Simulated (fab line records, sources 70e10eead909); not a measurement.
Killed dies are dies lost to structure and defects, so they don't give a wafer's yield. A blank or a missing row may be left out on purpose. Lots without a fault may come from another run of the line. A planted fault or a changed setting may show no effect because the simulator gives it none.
Tool commonality check | flow nand_harc | 3 lots, 9 wafers sampled

WHY IT WAS OPENED
At NHARC_END_SORT_01 the reading killed_at_other is flagged on 2 of 3 lots. Wafers without a fault read 0.5, standard deviation 0.82.
Rule: a lot is flagged when every wafer of it that has a number lies more than 4 standard deviations from that mean, or none has a number. The other lots count as sound.

lot  | measured     | on        | killed_at_other, wafer by wafer | flag
L263 | day 30 06:07 | prober-01 | 0 0 0                           |
L271 | day 31 23:53 | prober-01 | 77 106 38                       | FLAGGED
L273 | day 33 06:10 | prober-01 | 43 55 74                        | FLAGGED
The numbers of the flagged lots are 65.5 on average: +65.0 against the usual, or +79 standard deviations.

WHICH TOOL RAN EACH LOT
The record holds 2 process steps before the reading, out of a route of 1302 steps. In each cell: the tool, then ch and the chambers that the sampled wafers went through, then the start.
lot  | flag    | NHARC_HYBRID_BOND_PRECLEAN_01       | NHARC_THIN_TSV_STRIP_56
L263 |         | wet_bench-10 ch 0,1,5, day 29 02:01 | plasma_asher-02 ch 1, day 29 20:35
L271 | FLAGGED | wet_bench-10 ch 2,4,5, day 30 20:41 | plasma_asher-01 ch 0,1, day 31 16:59
L273 | FLAGGED | wet_bench-10 ch 2,3,6, day 31 21:50 | plasma_asher-01 ch 0,1, day 32 20:10
What these steps do:
- NHARC_HYBRID_BOND_PRECLEAN_01: cleans in DIW, time 300 s.
- NHARC_THIN_TSV_STRIP_56: strips in O2.
- NHARC_END_SORT_01

FLAGGED OVER TOTAL, TOOL BY TOOL (the gauges that took the reading come last)
step                          | tool            | lots run | flagged | share of the flagged lots | sound lots run after its first flagged lot
NHARC_HYBRID_BOND_PRECLEAN_01 | wet_bench-10    | 3        | 2       | all                       | 0
NHARC_THIN_TSV_STRIP_56       | plasma_asher-01 | 2        | 2       | all                       | 0
NHARC_THIN_TSV_STRIP_56       | plasma_asher-02 | 1        | 0       | none                      | -
NHARC_END_SORT_01             | prober-01       | 3        | 2       | all                       | 0

WHAT THE TABLE ALLOWS
3 rows of the table ran every flagged lot: wet_bench-10 at NHARC_HYBRID_BOND_PRECLEAN_01, plasma_asher-01 at NHARC_THIN_TSV_STRIP_56, prober-01 at NHARC_END_SORT_01.
- wet_bench-10 at NHARC_HYBRID_BOND_PRECLEAN_01: 2 of its 3 lots flagged. Its last sound lot is L263 (day 29 02:01), its first flagged lot L271 (day 30 20:41): a fault that began between those two fits.
- plasma_asher-01 at NHARC_THIN_TSV_STRIP_56: 2 of its 2 lots flagged. It ran no sound lot before its first flagged lot in this sample, so the start can't be narrowed down.
- prober-01 at NHARC_END_SORT_01: 2 of its 3 lots flagged. Its last sound lot is L263 (day 30 06:07), its first flagged lot L271 (day 31 23:53): a fault that began between those two fits.
Counting lots can't tell these 3 tools apart, because each fits a fault that began at some hour. More lots, or a look at what each step does to the wafer, might.

WHAT THE SIMULATOR HAD PUT IN
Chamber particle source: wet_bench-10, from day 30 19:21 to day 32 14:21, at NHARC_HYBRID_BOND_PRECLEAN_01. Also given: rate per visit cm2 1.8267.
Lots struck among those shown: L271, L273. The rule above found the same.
